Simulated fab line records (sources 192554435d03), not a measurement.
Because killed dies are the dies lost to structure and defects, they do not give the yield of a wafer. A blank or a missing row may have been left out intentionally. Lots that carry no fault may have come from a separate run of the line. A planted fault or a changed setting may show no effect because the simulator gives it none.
fab line records	flow n5-finfet
record lots=24	wafers=72	last-day=17
route steps=1938 shown BEOL_M10@1474 BEOL_M11@1538
lots untouched by any fault: they come from a run of this same line in which no faults occurred
start-h: start of the lot's first displayed wafer, in hours after the record's first day	wait-h: hours elapsed since this lot's preceding step	" the same as in the row above	L1.1+2: one row covering several wafers at once	- value missing, or start not given	* or withheld: withheld	< > ~ a bound
route shown NAME@n: NAME is a module with steps in the file, n the number in the route of the first one	usual: average and standard deviation across the fault-free wafers	same: alike in all rows	chamber/n: place in a boat	sites: readings site by site	_std_site: standard deviation of those values	_edge_site: mean of outer sites minus mean of inner sites	radius-mm: how far each site lies from the wafer's centre	mask NAME#n: copy n	behind: tool/chamber where the wafer was last shaped	hold: the reason the lot was held/the length of the hold in hours/how it ended	device: the transistor (n, p or np) that didn't switch	end of line: at the end of the route, the tests of the same wafers	a step given without rows: its recipe and nothing more	killed: count of dies lost to structure and defects at first sort (not the wafer's yield)	map: the dies of a wafer, with x for killed, . for not killed, _ for no die there
set.NAME: the setting that was run; set.NAME@STEP: the one run at that earlier step	model.NAME: the simulator's own value behind a step, which no gauge read
route steps across a sampled set of lots; one table per step, one row per wafer
services: from which hour (start-h, from the record's first day; less than 0 if before it) a tool's chamber was out of use, for how many hours, and why
## steps
# step N5_BEOL_M10_HM_DEP_02
# recipe material=TiN	target-thk-a=200	temp-c=25	chamber-pressure-pa=0.49996
# usual throttle-valve-pct=29.5/1.5
lot.wafer	tool	chamber	start-h	wait-h	throttle-valve-pct
L074.3	pvd-sputter-01	-	204.68	0.9	29.7
L074.4	"	-	"	"	30.8
L074.5	"	-	"	"	27.8
L075.2	pvd-sputter-01	-	222.59	0.6	27.6
L075.3	"	-	"	"	26.5
L075.5	"	-	"	"	30.5
L076.2	pvd-sputter-03	-	224.48	0.5	29.1
L076.4	"	-	"	"	30.9
L076.6	"	-	"	"	31.1
L077.2	pvd-sputter-02	-	225.90	0.8	29.3
L077.4	"	-	"	"	29.4
L077.5	"	-	"	"	30.8
L078.3	pvd-sputter-02	-	226.90	0.8	30.6
L078.4	"	-	"	"	29.6
L078.5	"	-	"	"	29.3
L079.1	pvd-sputter-03	-	239.57	0.3	31.3
L079.2	"	-	"	"	29.2
L079.6	"	-	"	"	29.1
L080.1	pvd-sputter-02	-	248.69	0.4	30.9
L080.2	"	-	"	"	29.6
L080.5	"	-	"	"	29.3
L082.1	pvd-sputter-03	-	250.86	1.8	30.8
L082.3	"	-	"	"	29.2
L082.6	"	-	"	"	29.1
L081.2	pvd-sputter-03	-	257.53	0.9	31.0
L081.3	"	-	"	"	30.3
L081.4	"	-	"	"	29.3
L083.2	pvd-sputter-03	-	260.71	2.1	31.0
L083.3	"	-	"	"	31.2
L083.6	"	-	"	"	31.2
L085.1	pvd-sputter-01	-	275.44	0.1	27.6
L085.4	"	-	"	"	26.5
L085.5	"	-	"	"	26.6
L084.2	pvd-sputter-01	-	277.42	1.6	27.0
L084.3	"	-	"	"	29.7
L084.6	"	-	"	"	30.2
L087.3	pvd-sputter-03	-	290.39	0.5	30.6
L087.4	"	-	"	"	29.3
L087.6	"	-	"	"	31.3
L086.4	pvd-sputter-01	-	294.03	0.4	29.6
L086.5	"	-	"	"	27.8
L086.6	"	-	"	"	26.6
L089.1	pvd-sputter-01	-	296.79	1.2	29.6
L089.2	"	-	"	"	27.6
L089.4	"	-	"	"	30.5
L090.2	pvd-sputter-03	-	297.09	0.8	29.4
L090.3	"	-	"	"	30.7
L090.5	"	-	"	"	30.7
L088.1	pvd-sputter-01	-	301.03	0.8	30.5
L088.4	"	-	"	"	27.6
L088.6	"	-	"	"	27.5
L091.1	pvd-sputter-03	-	314.59	0.5	29.3
L091.3	"	-	"	"	31.1
L091.6	"	-	"	"	29.2
L092.3	pvd-sputter-01	-	321.81	2.2	29.7
L092.5	"	-	"	"	26.5
L092.6	"	-	"	"	30.7
L094.1	pvd-sputter-01	-	325.27	0.2	29.9
L094.5	"	-	"	"	29.2
L094.6	"	-	"	"	27.8
L093.2	pvd-sputter-01	-	328.25	0.8	30.4
L093.4	"	-	"	"	29.6
L093.6	"	-	"	"	30.4
L095.2	pvd-sputter-03	-	331.72	0.3	29.1
L095.4	"	-	"	"	30.5
L095.6	"	-	"	"	30.8
L096.1	pvd-sputter-03	-	338.36	0.6	30.6
L096.2	"	-	"	"	31.2
L096.6	"	-	"	"	31.2
L097.2	pvd-sputter-01	-	360.52	1.3	30.5
L097.3	"	-	"	"	27.4
L097.5	"	-	"	"	26.5
# step N5_BEOL_M10_STRIP_36
# recipe chemistry=N2/H2	power-w=450	temp-c=40	pressure-mtorr=20	rf-frequency-hz=6e+07	overash-fraction=0.3	bias-power-w=7	h2-frac=0.5	n2-flow-sccm=200	h2-flow-sccm=200
# usual bias-power-w=6.997/0.022	drypump-motor-current-A=6.0/0.52	oes-product-au=0.80/0.084	rf-vpp-V=59.0/1.9	showerhead-plenum-p-Torr=2.57/0.076	throttle-valve-pct=23.5/0.38
lot.wafer	tool	chamber	start-h	wait-h	bias-power-w	drypump-motor-current-A	oes-product-au	rf-hours-counter-h	rf-vpp-V	showerhead-plenum-p-Torr	throttle-valve-pct
L074.3	rie-diel-05	1	207.29	0.0	6.964	6.3	0.96	8	57.5	2.60	23.2
L074.4	"	2	"	"	6.997	6.6	0.76	161	60.4	2.54	23.4
L074.5	"	3	"	"	6.999	5.6	0.77	-	57.7	2.65	23.5
L075.2	rie-diel-05	0	225.42	0.0	6.959	5.6	0.81	105	63.3	2.45	23.1
L075.3	"	2	"	"	7.040	6.6	0.75	169	58.8	2.53	23.5
L075.5	"	2	"	"	7.027	6.6	0.76	-	61.2	2.53	23.5
L076.2	rie-diel-01	0	227.13	0.0	7.035	5.5	0.86	67	58.5	2.57	24.0
L076.4	"	3	"	"	7.034	5.1	0.70	231	57.6	2.40	23.5
L076.6	"	1	"	"	7.027	6.6	0.85	-	62.4	2.57	24.2
L077.2	rie-diel-04	2	227.75	0.0	6.986	5.7	0.90	13	56.2	2.60	23.2
L077.4	"	2	"	"	6.968	5.8	0.90	-	59.5	2.60	23.2
L077.5	"	3	"	"	6.990	5.6	0.70	-	60.5	2.62	23.2
L078.3	rie-diel-04	2	228.70	0.0	6.989	5.7	0.89	14	60.1	2.60	23.2
L078.4	"	2	"	"	6.986	5.7	0.91	-	58.6	2.60	23.2
L078.5	"	3	"	"	6.958	5.6	0.69	-	57.2	2.61	23.2
L079.1	rie-diel-05	3	242.24	0.0	6.977	5.6	0.74	154	58.5	2.64	23.5
L079.2	"	0	"	"	6.975	5.6	0.80	110	58.4	2.44	23.1
L079.6	"	0	"	"	7.022	5.6	0.79	-	57.3	2.44	23.2
L082.1	rie-diel-05	1	253.29	0.0	7.007	6.3	0.90	27	59.3	2.59	23.2
L082.3	"	3	"	"	6.977	5.6	0.74	158	60.9	2.64	23.5
L082.6	"	2	"	"	7.011	6.6	0.75	-	56.3	2.53	23.4
L080.1	rie-diel-04	1	253.39	0.0	7.016	5.7	0.74	163	57.7	2.53	24.1
L080.2	"	3	"	"	7.018	5.6	0.69	226	58.2	2.61	23.3
L080.5	"	1	"	"	6.998	5.7	0.76	-	59.2	2.53	24.0
L081.2	rie-diel-05	1	260.37	0.0	6.990	6.3	0.90	28	57.2	2.59	23.2
L081.3	"	2	"	"	7.004	6.6	0.74	183	60.6	2.53	23.5
L081.4	"	0	"	"	7.031	5.6	0.79	115	60.9	2.44	23.2
L083.2	rie-diel-01	3	262.54	0.0	7.027	5.1	0.70	244	61.1	2.39	23.5
L083.3	"	2	"	"	7.008	6.6	0.69	223	58.5	2.50	23.5
L083.6	"	3	"	"	7.021	5.1	0.70	-	57.5	2.39	23.5
L085.1	rie-diel-01	0	277.23	0.0	7.019	5.5	0.82	86	58.2	2.56	23.9
L085.4	"	2	"	"	7.003	6.6	0.68	228	57.4	2.50	23.6
L085.5	"	3	"	"	6.968	5.1	0.70	-	59.7	2.39	23.5
L084.2	rie-diel-05	0	279.93	0.0	6.992	5.6	0.80	122	52.7	2.44	23.2
L084.3	"	1	"	"	6.998	6.3	0.89	36	60.1	2.59	23.2
L084.6	"	3	"	"	6.968	5.6	0.76	-	57.8	2.64	23.5
L087.3	rie-diel-04	0	292.67	0.0	7.004	6.6	0.94	15	57.3	2.70	23.0
L087.4	"	1	"	"	7.039	5.7	0.74	176	59.2	2.53	24.0
L087.6	"	1	"	"	7.019	5.7	0.73	-	60.4	2.53	24.1
L086.4	rie-diel-04	0	296.70	0.0	7.006	6.7	0.94	17	58.2	2.70	23.1
L086.5	"	0	"	"	6.975	6.6	0.95	-	61.2	2.71	23.1
L086.6	"	3	"	"	7.040	5.7	0.70	-	59.5	2.60	23.3
L089.1	rie-diel-05	2	298.69	0.0	6.979	6.6	0.73	195	54.3	2.52	23.5
L089.2	"	0	"	"	6.998	5.6	0.80	127	59.1	2.44	23.2
L089.4	"	1	"	"	7.031	6.3	0.90	41	58.7	2.58	23.2
L090.2	rie-diel-01	3	300.13	0.0	6.989	5.1	0.98	2	61.5	2.71	23.1
L090.3	"	0	"	"	7.017	5.5	0.84	95	60.4	2.56	24.0
L090.5	"	2	"	"	6.966	6.6	0.67	-	57.8	2.49	23.6
L088.1	rie-diel-05	0	304.90	0.0	6.984	5.6	0.78	129	55.9	2.44	23.2
L088.4	"	1	"	"	6.989	6.3	0.88	43	59.9	2.58	23.2
L088.6	"	2	"	"	7.018	6.6	0.73	-	61.6	2.52	23.5
L091.1	rie-diel-05	1	317.20	0.0	6.942	6.3	0.85	47	59.4	2.58	23.2
L091.3	"	0	"	"	7.037	5.6	0.79	134	59.5	2.43	23.2
L091.6	"	2	"	"	7.009	6.6	0.72	-	57.8	2.52	23.5
L092.3	rie-diel-01	0	323.72	0.0	7.008	5.5	0.82	104	55.8	2.56	24.0
L092.5	"	3	"	"	7.013	5.1	0.96	-	62.2	2.71	23.1
L092.6	"	0	"	"	7.015	5.4	0.83	-	63.3	2.56	24.0
L094.1	rie-diel-01	1	327.99	0.0	6.957	6.6	0.80	112	58.3	2.55	24.3
L094.5	"	0	"	"	6.999	5.4	0.82	-	59.6	2.56	24.0
L094.6	"	1	"	"	6.927	6.6	0.80	-	60.1	2.55	24.3
L093.2	rie-diel-04	2	331.17	0.0	7.003	5.7	0.81	53	58.9	2.58	23.2
L093.4	"	1	"	"	6.995	5.7	0.73	-	61.4	2.52	24.1
L093.6	"	2	"	"	6.986	5.8	0.84	-	60.1	2.58	23.3
L095.2	rie-diel-04	0	335.07	0.0	7.030	6.6	0.91	32	59.2	2.70	23.1
L095.4	"	2	"	"	6.974	5.7	0.83	-	58.5	2.58	23.3
L095.6	"	0	"	"	7.010	6.6	0.91	-	57.6	2.70	23.1
L096.1	rie-diel-01	3	340.17	0.0	7.033	5.2	0.93	15	58.7	2.70	23.2
L096.2	"	0	"	"	7.008	5.5	0.82	111	58.8	2.55	24.0
L096.6	"	1	"	"	6.968	6.7	0.79	-	58.6	2.55	24.3
L097.2	rie-diel-01	3	362.67	0.0	7.007	5.1	0.91	23	58.4	2.70	23.2
L097.3	"	0	"	"	7.017	5.5	0.78	119	58.1	2.55	24.0
L097.5	"	0	"	"	6.984	5.5	0.80	-	58.5	2.55	24.0
# step N5_BEOL_M10_STRIP_77
# recipe chemistry=N2/H2	time-s=10	power-w=450	temp-c=40	pressure-mtorr=20	rf-frequency-hz=6e+07	bias-power-w=7	n2-flow-sccm=200	h2-flow-sccm=200
# usual bias-power-w=7.000/0.021	drypump-motor-current-A=6.0/0.52	oes-product-au=0.80/0.085	rf-vpp-V=59.3/0.87	showerhead-plenum-p-Torr=2.57/0.076	throttle-valve-pct=23.5/0.38
# same time-s=10
lot.wafer	tool	chamber	start-h	wait-h	bias-power-w	drypump-motor-current-A	oes-product-au	rf-hours-counter-h	rf-vpp-V	showerhead-plenum-p-Torr	throttle-valve-pct
L074.3	rie-diel-05	1	-	-	7.008	6.3	0.94	8	59.5	2.60	23.2
L074.4	"	2	"	"	6.970	6.6	0.76	161	59.5	2.54	23.4
L074.5	"	3	"	"	7.029	5.6	0.76	-	59.6	2.65	23.5
L075.2	rie-diel-05	0	-	-	6.990	5.6	0.81	105	58.6	2.45	23.2
L075.3	"	2	"	"	6.990	6.6	0.75	169	59.8	2.53	23.4
L075.5	"	2	"	"	6.984	6.6	0.75	-	57.9	2.53	23.5
L076.2	rie-diel-01	0	-	-	7.009	5.4	0.86	67	59.9	2.57	23.9
L076.4	"	3	"	"	7.002	5.1	0.71	231	59.3	2.40	23.4
L076.6	"	1	"	"	6.971	6.6	0.85	-	60.1	2.57	24.2
L077.2	rie-diel-04	2	-	-	6.978	5.7	0.91	13	59.9	2.60	23.2
L077.4	"	2	"	"	7.004	5.7	0.90	-	61.5	2.60	23.2
L077.5	"	3	"	"	7.022	5.7	0.71	-	59.0	2.61	23.3
L078.3	rie-diel-04	2	-	-	7.030	5.8	0.90	14	58.6	2.60	23.2
L078.4	"	2	"	"	7.005	5.7	0.91	-	59.8	2.60	23.2
L078.5	"	3	"	"	6.991	5.6	0.70	-	60.6	2.61	23.3
L079.1	rie-diel-05	3	-	-	6.987	5.6	0.75	154	60.9	2.64	23.5
L079.2	"	0	"	"	6.989	5.6	0.78	110	58.8	2.44	23.2
L079.6	"	0	"	"	7.022	5.6	0.81	-	58.8	2.44	23.1
L082.1	rie-diel-05	1	-	-	6.997	6.3	0.91	27	58.2	2.59	23.2
L082.3	"	3	"	"	6.997	5.6	0.75	158	59.7	2.64	23.5
L082.6	"	2	"	"	7.007	6.6	0.74	-	59.0	2.53	23.5
L080.1	rie-diel-04	1	-	-	7.017	5.7	0.75	164	58.8	2.53	24.0
L080.2	"	3	"	"	7.030	5.7	0.70	226	60.1	2.61	23.3
L080.5	"	1	"	"	7.034	5.7	0.75	-	60.0	2.53	24.0
L081.2	rie-diel-05	1	-	-	6.984	6.2	0.92	28	58.0	2.59	23.2
L081.3	"	2	"	"	7.009	6.6	0.74	183	59.3	2.53	23.5
L081.4	"	0	"	"	6.996	5.6	0.80	116	59.3	2.44	23.2
L083.2	rie-diel-01	3	-	-	6.977	5.1	0.70	244	59.0	2.39	23.5
L083.3	"	2	"	"	6.982	6.6	0.68	223	60.2	2.50	23.6
L083.6	"	3	"	"	7.007	5.1	0.70	-	58.6	2.39	23.5
L085.1	rie-diel-01	0	-	-	7.008	5.5	0.83	86	60.5	2.56	23.9
L085.4	"	2	"	"	6.995	6.6	0.69	228	60.1	2.50	23.6
L085.5	"	3	"	"	7.021	5.1	0.70	-	59.8	2.39	23.5
L084.2	rie-diel-05	0	-	-	6.960	5.6	0.79	122	57.7	2.44	23.2
L084.3	"	1	"	"	7.019	6.2	0.89	36	57.9	2.59	23.2
L084.6	"	3	"	"	7.001	5.5	0.74	-	59.7	2.64	23.5
L087.3	rie-diel-04	0	-	-	7.026	6.6	0.96	15	60.5	2.70	23.1
L087.4	"	1	"	"	6.999	5.7	0.73	176	59.0	2.53	24.0
L087.6	"	1	"	"	6.977	5.7	0.74	-	56.3	2.53	24.0
L086.4	rie-diel-04	0	-	-	6.975	6.7	0.95	17	59.9	2.70	23.1
L086.5	"	0	"	"	6.983	6.7	0.94	-	60.7	2.70	23.1
L086.6	"	3	"	"	6.973	5.7	0.69	-	58.5	2.60	23.3
L089.1	rie-diel-05	2	-	-	7.037	6.6	0.74	195	59.1	2.52	23.5
L089.2	"	0	"	"	7.013	5.6	0.79	127	59.6	2.44	23.2
L089.4	"	1	"	"	6.989	6.3	0.89	41	57.2	2.59	23.2
L090.2	rie-diel-01	3	-	-	7.009	5.1	0.99	2	60.6	2.71	23.1
L090.3	"	0	"	"	7.020	5.5	0.83	96	59.4	2.56	24.0
L090.5	"	2	"	"	7.008	6.6	0.68	-	58.9	2.49	23.6
L088.1	rie-diel-05	0	-	-	6.966	5.6	0.78	129	59.7	2.44	23.2
L088.4	"	1	"	"	7.028	6.3	0.88	43	58.6	2.59	23.2
L088.6	"	2	"	"	6.996	6.6	0.73	-	58.2	2.52	23.5
L091.1	rie-diel-05	1	-	-	6.994	6.3	0.87	48	59.7	2.58	23.2
L091.3	"	0	"	"	6.967	5.6	0.78	134	60.2	2.43	23.2
L091.6	"	2	"	"	6.964	6.6	0.72	-	60.2	2.52	23.5
L092.3	rie-diel-01	0	-	-	6.963	5.5	0.82	104	60.5	2.56	24.0
L092.5	"	3	"	"	7.009	5.1	0.96	-	59.5	2.71	23.1
L092.6	"	0	"	"	6.988	5.5	0.83	-	59.9	2.56	24.0
L094.1	rie-diel-01	1	-	-	6.974	6.6	0.80	112	59.6	2.55	24.3
L094.5	"	0	"	"	7.027	5.5	0.81	-	60.8	2.56	24.0
L094.6	"	1	"	"	6.972	6.6	0.80	-	59.0	2.55	24.3
L093.2	rie-diel-04	2	-	-	6.985	5.8	0.83	53	58.7	2.58	23.2
L093.4	"	1	"	"	6.987	5.7	0.72	-	59.9	2.52	24.1
L093.6	"	2	"	"	6.978	5.8	0.83	-	58.3	2.58	23.3
L095.2	rie-diel-04	0	-	-	6.965	6.6	0.91	33	59.4	2.70	23.1
L095.4	"	2	"	"	7.020	5.7	0.83	-	59.7	2.58	23.3
L095.6	"	0	"	"	6.997	6.6	0.92	-	59.3	2.70	23.1
L096.1	rie-diel-01	3	-	-	6.993	5.1	0.94	15	60.5	2.70	23.2
L096.2	"	0	"	"	6.995	5.5	0.81	111	59.9	2.55	24.0
L096.6	"	1	"	"	7.001	6.6	0.80	-	58.0	2.55	24.3
L097.2	rie-diel-01	3	-	-	7.011	5.1	0.91	23	59.6	2.70	23.2
L097.3	"	0	"	"	7.018	5.5	0.80	119	59.6	2.55	24.0
L097.5	"	0	"	"	7.053	5.5	0.80	-	58.8	2.55	24.0
# step N5_BEOL_M10_SPUTTER_48
# recipe material=Cu	target-thk-a=120	temp-c=-20	bias-v=60	power-w=26000	chamber-pressure-pa=0.13	time-s=2
# usual throttle-valve-pct=29.5/1.5
# same time-s=2
lot.wafer	tool	chamber	start-h	wait-h	throttle-valve-pct
L074.3	pvd-sputter-01	-	208.96	0.1	30.4
L074.4	"	-	"	"	29.5
L074.5	"	-	"	"	30.5
L075.2	pvd-sputter-03	-	227.22	0.1	31.1
L075.3	"	-	"	"	30.7
L075.5	"	-	"	"	29.2
L076.2	pvd-sputter-02	-	229.32	0.2	29.4
L076.4	"	-	"	"	29.4
L076.6	"	-	"	"	29.7
L077.2	pvd-sputter-02	-	229.70	0.1	30.7
L077.4	"	-	"	"	31.0
L077.5	"	-	"	"	29.5
L078.3	pvd-sputter-02	-	230.48	0.1	30.6
L078.4	"	-	"	"	30.6
L078.5	"	-	"	"	30.9
L079.1	pvd-sputter-01	-	244.94	0.2	30.1
L079.2	"	-	"	"	28.0
L079.6	"	-	"	"	26.5
L080.1	pvd-sputter-01	-	255.58	0.3	26.6
L080.2	"	-	"	"	30.3
L080.5	"	-	"	"	29.4
L082.1	pvd-sputter-01	-	255.66	0.5	29.8
L082.3	"	-	"	"	30.5
L082.6	"	-	"	"	26.8
L081.2	pvd-sputter-02	-	262.22	0.1	29.3
L081.3	"	-	"	"	30.6
L081.4	"	-	"	"	29.4
L083.2	pvd-sputter-01	-	267.17	3.1	26.7
L083.3	"	-	"	"	27.9
L083.6	"	-	"	"	26.9
L085.1	pvd-sputter-01	-	280.31	0.2	29.7
L085.4	"	-	"	"	30.6
L085.5	"	-	"	"	30.5
L084.2	pvd-sputter-02	-	281.29	0.1	30.5
L084.3	"	-	"	"	30.7
L084.6	"	-	"	"	29.6
L087.3	pvd-sputter-01	-	294.23	0.1	29.9
L087.4	"	-	"	"	26.8
L087.6	"	-	"	"	27.5
L086.4	pvd-sputter-03	-	300.05	0.5	30.4
L086.5	"	-	"	"	30.7
L086.6	"	-	"	"	30.9
L089.1	pvd-sputter-01	-	301.13	0.1	30.6
L089.2	"	-	"	"	27.9
L089.4	"	-	"	"	26.5
L090.2	pvd-sputter-03	-	301.77	0.1	31.2
L090.3	"	-	"	"	29.0
L090.5	"	-	"	"	31.2
L088.1	pvd-sputter-03	-	306.53	0.1	30.4
L088.4	"	-	"	"	31.0
L088.6	"	-	"	"	31.0
L091.1	pvd-sputter-01	-	321.17	2.2	26.7
L091.3	"	-	"	"	29.8
L091.6	"	-	"	"	30.6
L092.3	pvd-sputter-01	-	325.79	0.1	29.7
L092.5	"	-	"	"	30.5
L092.6	"	-	"	"	29.9
L094.1	pvd-sputter-01	-	329.73	0.1	27.9
L094.5	"	-	"	"	30.2
L094.6	"	-	"	"	26.6
L093.2	pvd-sputter-02	-	332.70	0.1	30.8
L093.4	"	-	"	"	29.5
L093.6	"	-	"	"	30.9
L095.2	pvd-sputter-03	-	338.56	0.1	30.4
L095.4	"	-	"	"	28.9
L095.6	"	-	"	"	30.4
L096.1	pvd-sputter-02	-	342.68	0.1	29.5
L096.2	"	-	"	"	30.4
L096.6	"	-	"	"	29.4
L097.2	pvd-sputter-03	-	364.66	0.1	31.4
L097.3	"	-	"	"	30.4
L097.5	"	-	"	"	30.6
# step N5_BEOL_M10_ANNEAL_51
# recipe temp-c=225	time-s=90	ambient=N2
# usual wafer_temp_C_max=225.75/0.29
# same time-s=90
lot.wafer	tool	chamber	start-h	wait-h	wafer_temp_C_max
L074.3	rtp-anneal-01	0	209.49	0.4	225.77
L074.4	"	0	"	"	225.59
L074.5	"	0	"	"	225.66
L075.2	rtp-anneal-01	0	227.84	0.5	225.47
L075.3	"	0	"	"	225.63
L075.5	"	0	"	"	225.86
L076.2	rtp-anneal-01	0	229.69	0.2	225.34
L076.4	"	0	"	"	225.40
L076.6	"	0	"	"	225.69
L077.2	rtp-anneal-02	0	229.97	0.1	226.32
L077.4	"	0	"	"	226.10
L077.5	"	0	"	"	226.28
L078.3	rtp-anneal-01	0	231.00	0.3	225.92
L078.4	"	0	"	"	225.43
L078.5	"	0	"	"	225.44
L079.1	rtp-anneal-02	0	245.16	0.1	225.81
L079.2	"	0	"	"	225.65
L079.6	"	0	"	"	225.74
L080.1	rtp-anneal-01	0	255.84	0.1	225.34
L080.2	"	0	"	"	225.33
L080.5	"	0	"	"	225.33
L082.1	rtp-anneal-02	0	255.93	0.1	226.16
L082.3	"	0	"	"	225.47
L082.6	"	0	"	"	225.52
L081.2	rtp-anneal-02	0	263.62	1.1	225.84
L081.3	"	0	"	"	226.00
L081.4	"	0	"	"	225.82
L083.2	rtp-anneal-02	0	267.51	0.2	225.90
L083.3	"	0	"	"	225.52
L083.6	"	0	"	"	226.02
L085.1	rtp-anneal-01	0	280.65	0.2	225.63
L085.4	"	0	"	"	225.90
L085.5	"	0	"	"	226.11
L084.2	rtp-anneal-02	0	282.30	0.9	226.17
L084.3	"	0	"	"	225.70
L084.6	"	0	"	"	225.68
L087.3	rtp-anneal-02	0	294.55	0.1	226.07
L087.4	"	0	"	"	226.25
L087.6	"	0	"	"	225.98
L086.4	rtp-anneal-02	0	300.41	0.2	226.60
L086.5	"	0	"	"	226.01
L086.6	"	0	"	"	225.84
L089.1	rtp-anneal-02	0	301.36	0.1	225.97
L089.2	"	0	"	"	225.66
L089.4	"	0	"	"	225.57
L090.2	rtp-anneal-02	0	302.04	0.1	226.35
L090.3	"	0	"	"	225.80
L090.5	"	0	"	"	226.05
L088.1	rtp-anneal-01	0	307.20	0.5	225.64
L088.4	"	0	"	"	225.65
L088.6	"	0	"	"	225.81
L091.1	rtp-anneal-01	0	321.39	0.1	225.45
L091.3	"	0	"	"	225.47
L091.6	"	0	"	"	225.81
L092.3	rtp-anneal-01	0	326.49	0.5	225.57
L092.5	"	0	"	"	225.71
L092.6	"	0	"	"	225.40
L094.1	rtp-anneal-01	0	329.96	0.1	225.74
L094.5	"	0	"	"	225.73
L094.6	"	0	"	"	225.70
L093.2	rtp-anneal-02	0	333.40	0.5	225.81
L093.4	"	0	"	"	226.29
L093.6	"	0	"	"	226.38
L095.2	rtp-anneal-01	0	338.83	0.1	225.74
L095.4	"	0	"	"	225.85
L095.6	"	0	"	"	226.13
L096.1	rtp-anneal-01	0	342.91	0.1	225.47
L096.2	"	0	"	"	225.49
L096.6	"	0	"	"	225.46
L097.2	rtp-anneal-02	0	364.96	0.1	225.91
L097.3	"	0	"	"	225.84
L097.5	"	0	"	"	226.19
# step N5_BEOL_M11_THK_MEAS_01
# recipe reads=SiCOH_lowk_of_BEOL_M11_ILD_DEP_00
# usual M11_ILD_THK=268/3.9
lot.wafer	tool	chamber	start-h	wait-h	M11_ILD_THK[nm]
L074.3	film-metro-01	-	210.81	0.3	265
L074.4	"	-	"	"	264
L074.5	"	-	"	"	269
L075.2	film-metro-02	-	229.18	0.4	270
L075.3	"	-	"	"	267
L075.5	"	-	"	"	278
L076.2	film-metro-02	-	231.72	0.4	264
L076.4	"	-	"	"	264
L076.6	"	-	"	"	270
L077.2	film-metro-01	-	231.94	0.4	269
L077.4	"	-	"	"	272
L077.5	"	-	"	"	270
L078.3	film-metro-02	-	232.85	0.3	260
L078.4	"	-	"	"	264
L078.5	"	-	"	"	268
L079.1	film-metro-02	-	246.56	0.4	261
L079.2	"	-	"	"	260
L079.6	"	-	"	"	266
L080.1	film-metro-02	-	257.22	0.4	267
L080.2	"	-	"	"	268
L080.5	"	-	"	"	271
L082.1	film-metro-01	-	257.53	0.4	271
L082.3	"	-	"	"	272
L082.6	"	-	"	"	274
L081.2	film-metro-01	-	265.19	0.4	265
L081.3	"	-	"	"	262
L081.4	"	-	"	"	270
L083.2	film-metro-01	-	268.88	0.4	260
L083.3	"	-	"	"	261
L083.6	"	-	"	"	270
L085.1	film-metro-01	-	282.30	0.4	267
L085.4	"	-	"	"	275
L085.5	"	-	"	"	272
L084.2	film-metro-02	-	283.63	0.4	267
L084.3	"	-	"	"	264
L084.6	"	-	"	"	269
L087.3	film-metro-01	-	296.47	0.5	268
L087.4	"	-	"	"	270
L087.6	"	-	"	"	272
L086.4	film-metro-02	-	301.66	0.2	268
L086.5	"	-	"	"	269
L086.6	"	-	"	"	269
L089.1	film-metro-02	-	302.76	0.4	272
L089.2	"	-	"	"	269
L089.4	"	-	"	"	275
L090.2	film-metro-01	-	303.37	0.4	271
L090.3	"	-	"	"	263
L090.5	"	-	"	"	270
L088.1	film-metro-02	-	308.60	0.4	268
L088.4	"	-	"	"	271
L088.6	"	-	"	"	274
L091.1	film-metro-01	-	323.25	0.8	266
L091.3	"	-	"	"	263
L091.6	"	-	"	"	270
L092.3	film-metro-02	-	327.98	0.3	265
L092.5	"	-	"	"	269
L092.6	"	-	"	"	270
L094.1	film-metro-01	-	331.63	0.4	263
L094.5	"	-	"	"	269
L094.6	"	-	"	"	264
L093.2	film-metro-01	-	334.73	0.4	271
L093.4	"	-	"	"	275
L093.6	"	-	"	"	277
L095.2	film-metro-01	-	340.17	0.4	267
L095.4	"	-	"	"	270
L095.6	"	-	"	"	270
L096.1	film-metro-02	-	344.30	0.4	269
L096.2	"	-	"	"	267
L096.6	"	-	"	"	273
L097.2	film-metro-01	-	366.30	0.4	261
L097.3	"	-	"	"	263
L097.5	"	-	"	"	267
## services
tool	chamber	start-h	hours	kind
rie-diel-01	-	182.64	29.3	repair
rie-diel-04	2	210.03	5.3	repair
rie-diel-04	1	217.31	5.0	repair
rie-diel-01	3	221.31	4.5	repair
rie-diel-04	0	226.04	-	clean
rie-diel-04	0	226.04	-	consumable-replace:focus-ring
rie-diel-04	0	226.04	-	consumable-replace:showerhead
rie-diel-01	2	240.16	6.1	repair
rie-diel-04	1	265.61	2.8	repair
rie-diel-04	1	270.86	4.3	repair
rie-diel-01	3	279.36	-	clean
rie-diel-01	3	279.36	-	consumable-replace:focus-ring
rie-diel-01	3	279.36	-	consumable-replace:showerhead
rie-diel-01	3	279.36	15.2	scheduled-down
rie-diel-01	3	279.36	15.2	vent-cycle
rie-diel-04	3	283.85	4.2	repair
rie-diel-01	1	284.52	2.1	repair
rie-diel-04	2	298.45	3.9	repair
rie-diel-01	3	303.05	3.8	repair
rie-diel-01	2	331.60	-	clean
rie-diel-01	2	331.60	-	consumable-replace:focus-ring
rie-diel-01	2	331.60	20.0	scheduled-down
rie-diel-01	2	331.60	20.0	vent-cycle
pvd-sputter-03	-	335.59	1.7	repair
## key
fault none
